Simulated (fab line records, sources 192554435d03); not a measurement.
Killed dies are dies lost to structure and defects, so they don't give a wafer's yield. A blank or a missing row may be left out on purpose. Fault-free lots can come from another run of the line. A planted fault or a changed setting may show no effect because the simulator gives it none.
3 desks, one fault	flow n5Finfet	numbers are kept per desk, each desk with only its own; the story behind them comes last

## THE METROLOGY DESK
What the gauges read, lot by lot, whatever tool the lot ran on: means of the sampled wafers that have a number. Marked OUT: a lot whose mean sits more than 4 standard deviations from the usual mean, which makes it out of limits; the brackets give that distance.
Columns: A = trenchDepthNm at N5_BEOL_M11_OCD_MEAS_38, usual 147.5 nm; B = M11_THK at N5_BEOL_M11_THK_MEAS_53, usual 138 nm; C = M11_RS at N5_BEOL_M11_RS_MEAS_57, usual 0.153 ohm/sq
lot	first seen here	A	B	C
L307	day 12 15:23	148.6	138	0.152
L303	day 12 15:51	148.3	138	0.152
L306	day 12 18:07	145.3	134	0.157
L310	day 14 03:47	149.1	138	0.152
L309	day 14 04:53	148.6	137	0.151
L312	day 14 05:10	145.2	133	0.158
L311	day 14 05:30	151.3	140	0.149
L314	day 15 05:02	146.9	138	0.152
L322	day 17 05:39	146.3	137	0.153
L323	day 17 06:10	149.4	142	0.149
This desk's verdict: no lot among the 10 shows anything out of limits.

## THE TOOL OWNER'S DESK: rieDiel-05
The tool's own readings at N5_BEOL_M11_TRENCH_ETCH_37 (etches SiCOH lowk in C4F6/O2, target depth 148.83 nm, time 48 s): means of the sampled wafers that have a number, for each lot that ran on this tool. Marked OUT: a lot whose mean sits more than 4 standard deviations from the usual mean, which makes it out of limits; the brackets give that distance.
Columns: A = drypumpMotorCurrentA at N5_BEOL_M11_TRENCH_ETCH_37, usual 5.7 A; B = oes_f_703_au at N5_BEOL_M11_TRENCH_ETCH_37, usual 0.78 a.u.; C = oesProductAu at N5_BEOL_M11_TRENCH_ETCH_37, usual 0.79 a.u.; D = rfFwdPowerW at N5_BEOL_M11_TRENCH_ETCH_37, usual 341.2 W; E = rfVppV at N5_BEOL_M11_TRENCH_ETCH_37, usual 670 V; F = showerheadPlenumPTorr at N5_BEOL_M11_TRENCH_ETCH_37, usual 2.85 Torr; G = throttleValvePct at N5_BEOL_M11_TRENCH_ETCH_37, usual 20.89 %
lot	first seen here	A	B	C	D	E	F	G
L307	day 12 15:13	5.6	0.80	0.82	341.7	675	2.91	20.86
L303	day 12 15:40	5.8	0.82	0.82	342.0	667	2.91	20.82
L310	day 14 03:36	5.6	0.77	0.74	341.1	657	2.84	20.77
L309	day 14 04:42	5.2	0.77	0.78	342.0	668	2.86	20.80
L311	day 14 05:19	5.2	0.81	0.75	370.9 (+21) OUT	648	2.84	20.86
Finding of this desk: L311 out of limits; the first was L311 at day 14 05:19, on rfFwdPowerW at N5_BEOL_M11_TRENCH_ETCH_37. Within limits: L307, L303, L310, L309.

## THE DEFECT DESK
Counts from the inspections along the route, per lot, as means over the sampled wafers that have a number. Marked OUT: a lot whose mean sits more than 4 standard deviations from the usual mean, which makes it out of limits; the brackets give that distance.
Columns: A = rawDefectCount at N5_BEOL_M11_INSPECT_30, usual 420
lot	first seen here	A
L307	day 12 14:32	506
L303	day 12 14:34	365
L306	day 12 17:35	522
L310	day 14 03:16	492
L309	day 14 04:21	335
L312	day 14 04:31	326
L311	day 14 04:46	496
L314	day 15 04:30	511
L322	day 17 04:53	454
L323	day 17 05:20	459
This desk's verdict: no lot among the 10 shows anything out of limits.

## PUT TOGETHER
An alarm could have come from the tool owner's desk at day 14 05:19, on L311.
Nothing out of limits was seen by the metrology desk.
Nothing out of limits was seen by the defect desk.
The metrology desk has L311 on record, within its limits.
The defect desk has L311 on record, within its limits.
On rieDiel-05, each named lot ran N5_BEOL_M11_TRENCH_ETCH_37.

## WHAT WAS PUT IN BY THE SIMULATOR
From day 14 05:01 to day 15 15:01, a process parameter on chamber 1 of rieDiel-05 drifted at N5_BEOL_M11_TRENCH_ETCH_37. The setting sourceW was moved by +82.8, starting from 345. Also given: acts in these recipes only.
Shown lots that were struck: L311.
Time in hours from fault onset to the first out-of-limits reading at each desk: the tool owner's desk, 0.
